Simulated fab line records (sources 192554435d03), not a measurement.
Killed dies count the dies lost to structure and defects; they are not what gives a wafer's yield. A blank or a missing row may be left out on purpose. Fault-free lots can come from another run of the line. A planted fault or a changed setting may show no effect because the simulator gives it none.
Which of the tools did it? || flow n5_finfet || 10 lots, 28 wafers sampled, at 2 steps of a route of 1938

== WHAT THE GAUGES SHOWED, per wafer ==
N5_BEOL_M13_OVL_MEAS_11. Usual: for V12_OVL the level is -1 nm and the standard deviation is 5.
{"lot": "L575", "measured": "day 11 02:02", "on": "overlay-02", "V12_OVL (nm)": "4 4 3", "flag": ""}
{"lot": "L576", "measured": "day 11 03:34", "on": "overlay-01", "V12_OVL (nm)": "-2 -1 -5", "flag": ""}
{"lot": "L578", "measured": "day 11 19:32", "on": "overlay-01", "V12_OVL (nm)": "1 -6 3", "flag": ""}
{"lot": "L583", "measured": "day 12 17:31", "on": "overlay-02", "V12_OVL (nm)": "-7 -1", "flag": ""}
{"lot": "L585", "measured": "day 13 12:04", "on": "overlay-01", "V12_OVL (nm)": "-1 4", "flag": ""}
{"lot": "L588", "measured": "day 14 01:34", "on": "overlay-02", "V12_OVL (nm)": "2 0 -5", "flag": ""}
{"lot": "L595", "measured": "day 15 19:31", "on": "overlay-02", "V12_OVL (nm)": "-8 -3 -5", "flag": ""}
{"lot": "L593", "measured": "day 15 20:05", "on": "overlay-02", "V12_OVL (nm)": "-3 -10 -7", "flag": ""}
{"lot": "L596", "measured": "day 15 20:47", "on": "overlay-02", "V12_OVL (nm)": "-9 -13 -19", "flag": ""}
{"lot": "L598", "measured": "day 17 02:50", "on": "overlay-01", "V12_OVL (nm)": "1 0 6", "flag": ""}

== WHAT TOOL EACH LOT RAN ON (gives the tool, then ch and the chambers of the sampled wafers, and finally the start) ==
{"lot": "L575", "N5_BEOL_M13_ILD_DEP_00": "pecvd-03 ch 0,1,2, day 11 01:32"}
{"lot": "L576", "N5_BEOL_M13_ILD_DEP_00": "pecvd-04 ch 0,1, day 11 03:05"}
{"lot": "L578", "N5_BEOL_M13_ILD_DEP_00": "pecvd-03 ch 1,2, day 11 18:56"}
{"lot": "L583", "N5_BEOL_M13_ILD_DEP_00": "pecvd-01 ch 1,2, day 12 17:02"}
{"lot": "L585", "N5_BEOL_M13_ILD_DEP_00": "pecvd-01 ch 0,1, day 13 11:28"}
{"lot": "L588", "N5_BEOL_M13_ILD_DEP_00": "pecvd-03 ch 0,1,2, day 14 01:05"}
{"lot": "L595", "N5_BEOL_M13_ILD_DEP_00": "pecvd-04 ch 1,2, day 15 19:02"}
{"lot": "L593", "N5_BEOL_M13_ILD_DEP_00": "pecvd-03 ch 0,1, day 15 19:29"}
{"lot": "L596", "N5_BEOL_M13_ILD_DEP_00": "pecvd-01 ch 1,2, day 15 20:19"}
{"lot": "L598", "N5_BEOL_M13_ILD_DEP_00": "pecvd-01 ch 0,2, day 17 02:10"}
- N5_BEOL_M13_ILD_DEP_00: deposits SiOC from DEMS/O2, target thk 837.92 nm, time 166.4 s.

== WHAT THE TOOLS THEMSELVES READ (means of the sampled wafers that have a number; where no wafer has one, the mark that the record gives instead) ==
N5_BEOL_M13_ILD_DEP_00. Usual: heater_power_w 514 W, standard deviation 100; showerhead_plenum_p_Torr 5.694 Torr, standard deviation 0.017; throttle_valve_pct 11.8 %, standard deviation 0.78.
{"lot": "L575", "tool": "pecvd-03", "heater_power_w (W)": 550, "showerhead_plenum_p_Torr (Torr)": 5.683, "throttle_valve_pct (%)": 12.0, "flag": ""}
{"lot": "L576", "tool": "pecvd-04", "heater_power_w (W)": 321, "showerhead_plenum_p_Torr (Torr)": 5.679, "throttle_valve_pct (%)": 11.7, "flag": ""}
{"lot": "L578", "tool": "pecvd-03", "heater_power_w (W)": 554, "showerhead_plenum_p_Torr (Torr)": 5.685, "throttle_valve_pct (%)": 11.9, "flag": ""}
{"lot": "L583", "tool": "pecvd-01", "heater_power_w (W)": 586, "showerhead_plenum_p_Torr (Torr)": 5.700, "throttle_valve_pct (%)": 11.6, "flag": ""}
{"lot": "L585", "tool": "pecvd-01", "heater_power_w (W)": 528, "showerhead_plenum_p_Torr (Torr)": 5.682, "throttle_valve_pct (%)": 12.2, "flag": ""}
{"lot": "L588", "tool": "pecvd-03", "heater_power_w (W)": 574, "showerhead_plenum_p_Torr (Torr)": 5.694, "throttle_valve_pct (%)": 12.1, "flag": ""}
{"lot": "L595", "tool": "pecvd-04", "heater_power_w (W)": 375, "showerhead_plenum_p_Torr (Torr)": 5.690, "throttle_valve_pct (%)": 11.6, "flag": ""}
{"lot": "L593", "tool": "pecvd-03", "heater_power_w (W)": 473, "showerhead_plenum_p_Torr (Torr)": 5.701, "throttle_valve_pct (%)": 12.1, "flag": ""}
{"lot": "L596", "tool": "pecvd-01", "heater_power_w (W)": 598, "showerhead_plenum_p_Torr (Torr)": 5.704, "throttle_valve_pct (%)": 11.6, "flag": ""}
{"lot": "L598", "tool": "pecvd-01", "heater_power_w (W)": 562, "showerhead_plenum_p_Torr (Torr)": 5.709, "throttle_valve_pct (%)": 12.6, "flag": ""}

== THE ANSWER, worked out from the rows above alone ==
Rule: a lot counts as off when the mean over its wafers that have a number is more than 3 standard deviations away from the usual mean. Also off: a lot with no number at a reading for which 4 or more lots have one. The other lots that the step has rows for count as sound. Order of review: gauges by route order, followed by the tools' own readings, for which a lot's mean as printed above is used. The first step at which some lot is off is used, and at that step the reading that is off furthest; a lot without a number counts as furthest.
Nothing can be told from this: no lot is off at any reading shown.

== WHAT WAS PUT IN BY THE SIMULATOR ==
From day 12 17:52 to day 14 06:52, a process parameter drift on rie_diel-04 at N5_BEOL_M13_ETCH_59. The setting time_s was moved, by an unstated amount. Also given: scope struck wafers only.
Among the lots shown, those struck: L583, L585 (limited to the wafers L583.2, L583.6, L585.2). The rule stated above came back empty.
